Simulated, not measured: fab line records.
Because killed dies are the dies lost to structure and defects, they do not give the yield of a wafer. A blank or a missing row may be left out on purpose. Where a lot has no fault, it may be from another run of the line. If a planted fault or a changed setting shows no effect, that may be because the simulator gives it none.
Split-lot study + flow n5 finfet + route with 1938 steps; 7 lots, 21 wafers read

ON THE SPLIT
At N5_BEOL_M10_COAT_05 (resist thk 90 nm), the setting spin rpm was moved away from the recipe's 1500 rpm on 5 of the 21 wafers read, by -10.3% to +6.2%. This setting was run at the recipe's value on the other wafers.

FROM THE SPLIT TO THE READING: what the file shows between them, 2 steps
- N5_BEOL_M10_EBR_07
- N5_BEOL_M10_SOFTBAKE_06: time 60 s

THE READING
CAR-ArF_of_BEOL_M10_COAT_05.thk nm (the simulator's own value, which no gauge read), in nm, at N5_BEOL_M10_DESCUM_16 (chemistry O2, time 7.9 s). No usual value for it is given in the file. Across the 16 wafers here that went through the recipe, the average is 83.6 nm and the standard deviation 0.31 nm.

| wafer  | tool, chamber at the split | spin rpm as run, rpm | against the recipe | CAR-ArF_of_BEOL_M10_COAT_05.thk nm, nm | against lot-mates on the recipe |
|--------|----------------------------|----------------------|--------------------|----------------------------------------|---------------------------------|
| L074.3 | litho track-03, 0          | 1500                 | recipe             | 83.6                                   | -                               |
| L074.4 | litho track-03, 0          | 1500                 | recipe             | 83.6                                   | -                               |
| L074.5 | litho track-03, 0          | 1500                 | recipe             | 83.6                                   | -                               |
| L076.1 | litho track-03, 0          | 1561                 | +4.1%              | 81.6                                   | -1.5                            |
| L076.4 | litho track-03, 0          | 1500                 | recipe             | 83.2                                   | -                               |
| L076.6 | litho track-03, 0          | 1500                 | recipe             | 83                                     | -                               |
| L080.2 | litho track-02, 0          | 1500                 | recipe             | 83.6                                   | -                               |
| L080.5 | litho track-02, 0          | 1500                 | recipe             | 83.4                                   | -                               |
| L080.6 | litho track-02, 0          | 1500                 | recipe             | 83.8                                   | -                               |
| L081.3 | litho track-01, 0          | 1500                 | recipe             | 83.4                                   | -                               |
| L081.6 | litho track-01, 0          | 1500                 | recipe             | 83.4                                   | -                               |
| L081.4 | litho track-01, 0          | 1500                 | recipe             | 83.6                                   | -                               |
| L088.1 | litho track-03, 0          | 1500                 | recipe             | 84                                     | -                               |
| L088.2 | litho track-03, 0          | 1500                 | recipe             | 84.2                                   | -                               |
| L088.5 | litho track-03, 0          | 1500                 | recipe             | 83.8                                   | -                               |
| L090.1 | litho track-02, 0          | 1500                 | recipe             | 83.2                                   | -                               |
| L090.4 | litho track-02, 0          | 1345                 | -10.3%             | 88.2                                   | +5.0                            |
| L090.6 | litho track-02, 0          | 1345                 | -10.3%             | 88.4                                   | +5.2                            |
| L097.1 | litho track-03, 0          | 1593                 | +6.2%              | 81.2                                   | -2.8                            |
| L097.2 | litho track-03, 0          | 1593                 | +6.2%              | 81.2                                   | -2.8                            |
| L097.5 | litho track-03, 0          | 1500                 | recipe             | 84                                     | -                               |

FIT RESULTS
A straight line over all 21 wafers: CAR-ArF_of_BEOL_M10_COAT_05.thk nm changes by -0.44 nm for each +1% of spin rpm; r = -0.98; the points scatter about the line by 0.31 nm.
The same after taking each lot's own level away (the mean of its wafers on the recipe; 21 wafers): -0.476 nm for each +1%; r = -1.00; scatter 0.16 nm.
According to that fit, moving spin rpm by its largest amount changes the reading by 4.9 nm.
The lots' own levels span 83.10 to 84.00 nm, that is 2.9 times the standard deviation above.
Consequently the slope shifts little with the lot-to-lot level, the two slopes agreeing.
Check: +4.95 nm against its lot-mates is what the line predicts for one of the wafers moved furthest among these (-10.3%) when that wafer is left out of the fit. It came out at +5 nm against them.

FURTHER SPLITS ON THESE WAFERS
Note: prior to the reading, these wafers also went through further splits. Each is held against what the fit with the lots' levels taken away leaves over:
| other split on the same wafers | wafers away from the commonest value | r with CAR-ArF_of_BEOL_M10_COAT_05.thk nm (lot level and that fit taken away) |
|--------------------------------|--------------------------------------|-------------------------------------------------------------------------------|
| N5_BEOL_M9_ETCH_62 time s      | 5                                    | +0.22                                                                         |
| N5_BEOL_M9_COAT_22 spin rpm    | 8                                    | +0.04                                                                         |
| N5_BEOL_M9_DEP_56 time s       | 7                                    | +0.07                                                                         |

THE WHOLE CHAIN: every reading that the file lists as answering this split, in the file's order
| step                  | what it does             | reading                                                                             | change (the file's fit)               | r (the file's) |
|-----------------------|--------------------------|-------------------------------------------------------------------------------------|---------------------------------------|----------------|
| N5_BEOL_M10_COAT_05   | resist thk 90 nm         | CAR-ArF_of_BEOL_M10_COAT_05.thk nm (the simulator's own value, which no gauge read) | -0.476 nm for each +1% of the setting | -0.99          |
| N5_BEOL_M10_DESCUM_16 | chemistry O2, time 7.9 s | CAR-ArF_of_BEOL_M10_COAT_05.thk nm (the simulator's own value, which no gauge read) | -0.471 nm for each +1% of the setting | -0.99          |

THE FILE'S OWN FIT
CAR-ArF_of_BEOL_M10_COAT_05.thk nm changes by -0.471 nm for each +1% of spin rpm, r = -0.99.
